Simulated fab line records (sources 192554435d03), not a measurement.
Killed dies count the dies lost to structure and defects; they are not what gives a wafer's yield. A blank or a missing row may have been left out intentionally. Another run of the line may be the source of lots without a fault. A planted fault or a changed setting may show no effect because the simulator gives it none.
fab line records | flow n5Finfet
record: lots: 6 wafers: 18 lastDay: 17
route steps=1938 shown WELL_APT@36
lots with no fault: from the same line, run without faults
startH: the number of hours between the record's first day and the start of the first shown wafer of the lot | waitH: hours from the lot's prior step to this one | " the same as in the row above | L1.1+2: one row covering several wafers at once | - value missing, or start not given | * or withheld: withheld | < > ~ a bound
route shown NAME@n: a module of which the file shows steps, and the number in the route of the first | usual: average and standard deviation across the fault-free wafers | same: alike in all rows | chamber/n: place in a boat | sites: the reading at each site | _std_site: the standard deviation of these | _edge_site: the outer-site mean with the inner-site mean subtracted | radiusMm: how far each site lies from the wafer's centre | mask NAME#n: copy n | behind: tool/chamber where the wafer was last shaped | hold: cause of the lot's hold/its duration in hours/its outcome | device: names the non-switching transistor (n, p or np) | end of line: tests of these same wafers at the route's end | a step with no rows: only its recipe | killed: count of dies lost to structure and defects at first sort (not the wafer's yield) | map: dies across one wafer; x = killed, . = not, _ = none there
set.NAME: the setting as run; set.NAME@STEP: as run at that earlier step | model.NAME: the simulator's own value behind a step, which no gauge read
lots at some steps of the route; a table a step, a row a wafer
services: when a tool's chamber went out of use (startH, in hours from the record's first day, below 0 if earlier), for how many hours, and the reason
== steps ==
step: N5_WELL_APT_COAT_19
recipe: spinRpm: 1357 resistThkNm: 950
step: N5_WELL_APT_EBR_21
recipe: solvent: PGMEA ebrWidthMm: 1.5
step: N5_WELL_APT_SOFTBAKE_20
recipe: tempC: 130 timeS: 60
step: N5_WELL_APT_EXPOSE_22
recipe: maskId: PWELL na: 0.8 sourceShape: conventional sigmaOuter: 0.8 polarization: unpolarized defocusNm: 0 targetCdNm: 200 doseMj: 23.2
step: N5_WELL_APT_PEB_23
recipe: pebTempC: 130 pebTimeS: 90
step: N5_WELL_APT_DEVELOP_24
recipe: developTimeS: 45 rinseLiquid: surfactantRinse dry: airSpin devTempC: 21
step: N5_WELL_APT_HARDBAKE_29
recipe: tempC: 130 timeS: 120
step: N5_WELL_APT_CD_MEAS_25
recipe: targetCdNm: 200 landingEnergyEv: 500 detector: seInlens
usual: cdNm: 199.7/2.7
columns lot.wafer tool chamber startH waitH cdNm
L825.2 cdSem-03 0 20.69 - 199.7
L825.3 " 0 " " 201.9
L825.5 " 0 " " 200.8
L829.4 cdSem-02 0 45.25 - 197.1
L829.5 " 0 " " 198.3
L829.6 " 0 " " 200.0
L835.2 cdSem-01 0 81.37 - 194.9
L835.5 " 0 " " 197.9
L835.6 " 0 " " 196.9
L838.3 cdSem-02 0 99.37 - 200.7
L838.4 " 0 " " 198.3
L838.6 " 0 " " 199.4
L839.2 cdSem-02 0 104.99 - 199.5
L839.3 " 0 " " 197.4
L839.5 " 0 " " 196.9
L842.2 cdSem-02 0 122.78 - 200.6
L842.3 " 0 " " 198.1
L842.5 " 0 " " 199.9
step: N5_WELL_APT_OVL_MEAS_26
recipe: pointsPerWafer: 44
usual: PWELL_OVL: -4/5.3
same: pointsPerWafer: 44
columns lot.wafer tool chamber startH waitH PWELL_OVL[nm]
L825.2 overlay-02 0 20.72 0.0 0
L825.3 " 0 " " -3
L825.5 " 0 " " -5
L829.4 overlay-01 0 45.27 0.0 1
L829.5 " 0 " " -4
L829.6 " 0 " " -1
L835.2 overlay-01 0 81.40 0.0 -10
L835.5 " 0 " " -1
L835.6 " 0 " " -17
L838.3 overlay-02 0 99.40 0.0 -9
L838.4 " 0 " " -2
L838.6 " 0 " " -3
L839.2 overlay-02 0 105.01 0.0 -8
L839.3 " 0 " " -10
L839.5 " 0 " " -6
L842.2 overlay-01 0 122.81 0.0 -8
L842.3 " 0 " " -2
L842.5 " 0 " " -1
step: N5_WELL_APT_INSPECT_27
recipe: mode: adi inspectInstrument: macro
usual: rawDefectCount: 2.0/1.4
columns lot.wafer tool chamber startH waitH rawDefectCount
L825.2 defectInspect-01 - 20.75 0.0 3
L825.3 " - " " 1
L825.5 " - " " 0
L829.4 defectInspect-01 - 45.30 0.0 2
L829.5 " - " " 1
L829.6 " - " " 5
L835.2 defectInspect-02 - 81.42 0.0 2
L835.5 " - " " 3
L835.6 " - " " 4
L838.3 defectInspect-02 - 99.42 0.0 1
L838.4 " - " " 1
L838.6 " - " " 0
L839.2 defectInspect-01 - 105.04 0.0 3
L839.3 " - " " 3
L839.5 " - " " 2
L842.2 defectInspect-01 - 122.83 0.0 4
L842.3 " - " " 3
L842.5 " - " " 0
step: N5_WELL_APT_DESCUM_30
recipe: chemistry: O2 timeS: 7.9 sourcePowerW: 50 biasPowerW: 20 pressureMtorr: 20 rfFrequencyHz: 2.712e+07 tempC: 40 o2FlowSccm: 225
usual: chamberPressureMTorr: 19.999/0.019 drypumpMotorCurrentA: 5.9/0.47 oesProductAu: 0.80/0.082 rfFwdPowerW: 49.68/0.18 rfVppV: 244.0/1.3 showerheadPlenumPTorr: 2.15/0.072 throttleValvePct: 20.3/0.35
columns lot.wafer tool chamber startH waitH chamberPressureMTorr drypumpMotorCurrentA oesProductAu rfFwdPowerW rfHoursCounterH rfVppV showerheadPlenumPTorr throttleValvePct
L825.2 rieDiel-05 3 20.95 0.2 20.011 5.8 0.75 49.56 164 244.2 2.18 20.0
L825.3 " 1 " " 20.007 5.8 0.79 49.47 91 243.3 2.23 21.0
L825.5 " 2 " " 20.008 5.4 0.90 49.82 - 241.3 2.04 19.9
L829.4 rieDiel-05 2 45.66 0.4 19.991 5.4 0.90 49.86 32 243.6 2.03 20.0
L829.5 " 0 " " 20.007 6.2 0.71 49.76 - 241.6 1.98 20.4
L829.6 " 3 " " 20.001 5.8 0.75 49.91 - 243.7 2.17 20.0
L835.2 rieDiel-06 1 81.66 0.2 20.017 6.5 0.93 49.40 14 244.8 2.21 20.1
L835.5 " 0 " " 19.989 6.4 0.76 49.86 - 245.1 2.19 20.7
L835.6 " 3 " " 20.004 5.0 0.77 49.66 - 243.7 2.16 20.2
L838.3 rieDiel-04 1 99.46 0.0 20.043 5.8 0.72 49.50 201 242.8 2.14 20.1
L838.4 " 2 " " 19.961 6.3 0.85 49.49 61 243.4 2.23 20.5
L838.6 " 2 " " 19.995 6.3 0.86 49.97 - 245.3 2.23 20.5
L839.2 rieDiel-06 0 105.07 0.0 19.999 6.3 0.74 49.66 175 244.5 2.18 20.7
L839.3 " 1 " " 19.999 6.5 0.89 49.42 22 243.7 2.21 20.2
L839.5 " 3 " " 19.977 5.1 0.77 49.79 - 244.6 2.16 20.2
L842.2 rieDiel-04 3 122.87 0.0 20.000 6.3 0.86 49.60 58 245.8 2.14 20.2
L842.3 " 1 " " 19.985 5.8 0.72 49.30 210 245.5 2.14 20.1
L842.5 " 1 " " 20.015 5.8 0.72 49.34 - 243.9 2.14 20.1
step: N5_WELL_APT_IMPLANT_31
recipe: species: B energyKev: 60 doseCm2: 1.5e+13 tiltDeg: 0 rotationDeg: 0
step: N5_WELL_APT_IMPLANT_32
recipe: species: BF2 energyKev: 50 doseCm2: 2e+13 tiltDeg: 0 rotationDeg: 0
usual: beamEnergyKeV: 50.001/0.016
columns lot.wafer tool chamber startH waitH beamEnergyKeV model.implant.rpNm model.implant.drpNm
L825.2 implanter-01 0 21.25 0.1 50.035 37.14 18.55
L825.3 " 0 " " 50.024 37.14 18.55
L825.5 " 0 " " 49.999 37.14 18.55
L829.4 implanter-01 0 46.03 0.1 49.999 37.82 18.55
L829.5 " 0 " " 50.001 37.82 18.55
L829.6 " 0 " " 50.015 37.82 18.55
L835.2 implanter-01 0 81.97 0.1 49.991 37.4 18.55
L835.5 " 0 " " 50.000 37.4 18.55
L835.6 " 0 " " 50.005 37.4 18.55
L838.3 implanter-02 0 99.79 0.1 50.021 39.04 18.55
L838.4 " 0 " " 50.008 39.04 18.55
L838.6 " 0 " " 50.009 39.04 18.55
L839.2 implanter-02 0 105.38 0.1 67.768 51.96 23.22
L839.3 " 0 " " 67.739 51.96 23.22
L839.5 " 0 " " 67.744 51.96 23.22
L842.2 implanter-02 0 123.17 0.1 67.776 51.5 23.22
L842.3 " 0 " " 67.750 51.5 23.22
L842.5 " 0 " " 67.766 51.5 23.22
step: N5_WELL_APT_STRIP_33
recipe: chemistry: SPM timeS: 900 tempC: 130 h2so4H2o2VolRatio: 4 dry: ipaMarangoni
== services ==
columns tool chamber startH hours kind
rieDiel-06 2 -2.23 8.6 repair
implanter-01 - 10.03 2.9 repair
rieDiel-04 0 14.81 - clean
rieDiel-04 0 14.81 - consumableReplace:focusRing
rieDiel-04 0 14.81 16.2 scheduledDown
rieDiel-04 0 14.81 16.2 ventCycle
rieDiel-06 1 26.36 - clean
rieDiel-06 1 26.36 - consumableReplace:focusRing
rieDiel-06 1 26.36 - consumableReplace:showerhead
rieDiel-06 1 26.36 16.9 scheduledDown
rieDiel-06 1 26.36 16.9 ventCycle
rieDiel-05 - 47.62 0.7 repair
rieDiel-06 2 59.96 2.2 repair
rieDiel-04 1 65.80 6.9 repair
rieDiel-05 0 73.10 - clean
rieDiel-05 0 73.10 - consumableReplace:focusRing
rieDiel-05 0 73.10 - consumableReplace:showerhead
rieDiel-05 0 73.10 18.2 scheduledDown
rieDiel-05 0 73.10 18.2 ventCycle
implanter-01 - 99.06 3.8 pm
implanter-02 - 116.55 1.6 repair
== key ==
firstSign: step: N5_WELL_APT_IMPLANT_32 reading: beamEnergyKeV direction: up sigmas: 99+ usual: 50.001 struck: 67.757
effect none on later readings
modelEffect: step: N5_WELL_APT_IMPLANT_32 value: implant.rpNm without: 38.26 struck: 51.73
metAt N5_WELL_APT_IMPLANT_32
struckWafers L839.2,L839.3,L839.5,L842.2,L842.3,L842.5
testerLeftOut L839,L842
onsetBetween 99.79 105.38
fault: kind: processParameterDrift tool: implanter-02 chamber: - onsetH: 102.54 steps: N5_WELL_APT_IMPLANT_32 channel: energyKev offset: 17.759 shape: step endH: 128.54 actsIn: theseRecipesOnly stated: 50
testerLeftOut: of these lots the tester's yield and bins aren't shown, on N5 and GAA mostly nor the transistor test; their killed dies are dies lost to structure and defects alone, not to doping, threshold or leakage, so they don't give the yield
